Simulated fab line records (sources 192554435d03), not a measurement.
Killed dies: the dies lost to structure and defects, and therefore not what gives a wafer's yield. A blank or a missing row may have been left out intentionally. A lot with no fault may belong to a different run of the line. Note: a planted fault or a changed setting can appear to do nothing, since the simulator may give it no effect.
Matching of chambers / flow n5 finfet / N5_FIN_SAQP_SPACER2_ETCHBACK_29 on rie diel-01: 4 sister chambers
The step etches SiO2 in CHF3/O2, target depth 12.2 nm, time 6.1 s. 4 wafers are shown with their chamber, then 7 later ones without.

== EACH WAFER AND ITS CHAMBER ==
wafer=L091.4; chamber=0; rf vpp V (V)=522
wafer=L091.5; chamber=1; rf vpp V (V)=537
wafer=L094.2; chamber=2; rf vpp V (V)=535
wafer=L094.3; chamber=3; rf vpp V (V)=527

== WAFERS WHOSE CHAMBER IS MISSING ==
wafer=L094.4; rf vpp V (V)=523
wafer=L095.3; rf vpp V (V)=526
wafer=L095.5; rf vpp V (V)=533
wafer=L095.6; rf vpp V (V)=526
wafer=L096.3; rf vpp V (V)=526
wafer=L096.4; rf vpp V (V)=533
wafer=L096.5; rf vpp V (V)=533

== WHICH CHAMBER EACH ONE RAN IN ==
wafer=L094.4; from the rows above=can't be placed: 0 or 3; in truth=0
wafer=L095.3; from the rows above=can't be placed: 3 or 0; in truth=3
wafer=L095.5; from the rows above=can't be placed: 2 or 1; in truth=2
wafer=L095.6; from the rows above=can't be placed: 3 or 0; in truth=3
wafer=L096.3; from the rows above=can't be placed: 3 or 0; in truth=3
wafer=L096.4; from the rows above=can't be placed: 2 or 1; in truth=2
wafer=L096.5; from the rows above=can't be placed: 2 or 1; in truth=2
Correctly placed: 0 of 7. These rows do not allow placing 7 (true chamber among the candidates in 7). Placed wrongly: 0.
How it was worked out, from the rows above alone: a wafer's distance from a chamber is the root of the sum, over the readings, of the square of ((its reading less the chamber's mean) divided by the reading's scatter). The wafer belongs to the nearest chamber; if the next one is less than 2 further off, it can't be placed. Each chamber's mean is taken over the wafers shown for it. The scatter: root of mean squared gap, hidden wafer to nearest shown wafer, with one shown wafer a chamber.
